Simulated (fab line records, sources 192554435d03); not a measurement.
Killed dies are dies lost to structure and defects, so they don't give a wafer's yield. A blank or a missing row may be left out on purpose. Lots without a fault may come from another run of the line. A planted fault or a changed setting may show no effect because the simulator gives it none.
Chamber matching | flow n5_finfet | N5_BEOL_M3_CO_CAP_55 on cvd_co-02: 3 sister chambers
The step material Co, precursor CCTBA/H2, target thk 2 nm, time 102.1 s. 6 wafers are shown with their chamber, then 9 later ones without.

WAFERS WITH THEIR CHAMBER
wafer  | chamber | heater_power_w (W)
L160.4 | 0       | 254
L162.3 | 0       | 253
L162.5 | 2       | 224
L164.2 | 1       | 194
L164.4 | 1       | 195
L164.5 | 2       | 231

WAFERS WITHOUT THEIR CHAMBER
wafer  | heater_power_w (W)
L165.2 | 250
L165.4 | 197
L165.6 | 251
L166.2 | 192
L166.3 | 233
L166.4 | 191
L168.1 | 250
L168.3 | 231
L168.4 | 194

WHICH CHAMBER EACH WENT THROUGH
wafer  | from the rows above | in truth
L165.2 | 0                   | 0
L165.4 | 1                   | 1
L165.6 | 0                   | 0
L166.2 | 1                   | 1
L166.3 | 2                   | 2
L166.4 | 1                   | 1
L168.1 | 0                   | 0
L168.3 | 2                   | 2
L168.4 | 1                   | 1
Placed correctly: 9 of 9. Can't be placed from these rows: 0. Placed wrongly: 0.
How it was worked out, from the rows above alone: a wafer's distance from a chamber is the root of the sum, over the readings, of the square of ((its reading less the chamber's mean) divided by the reading's scatter). The wafer belongs to the nearest chamber; if the next one is less than 2 further off, it can't be placed. A chamber's mean is the mean of its shown wafers. The scatter: the root of (the sum of the squares of (reading less its chamber's mean) over the shown wafers, divided by (wafers less chambers)).
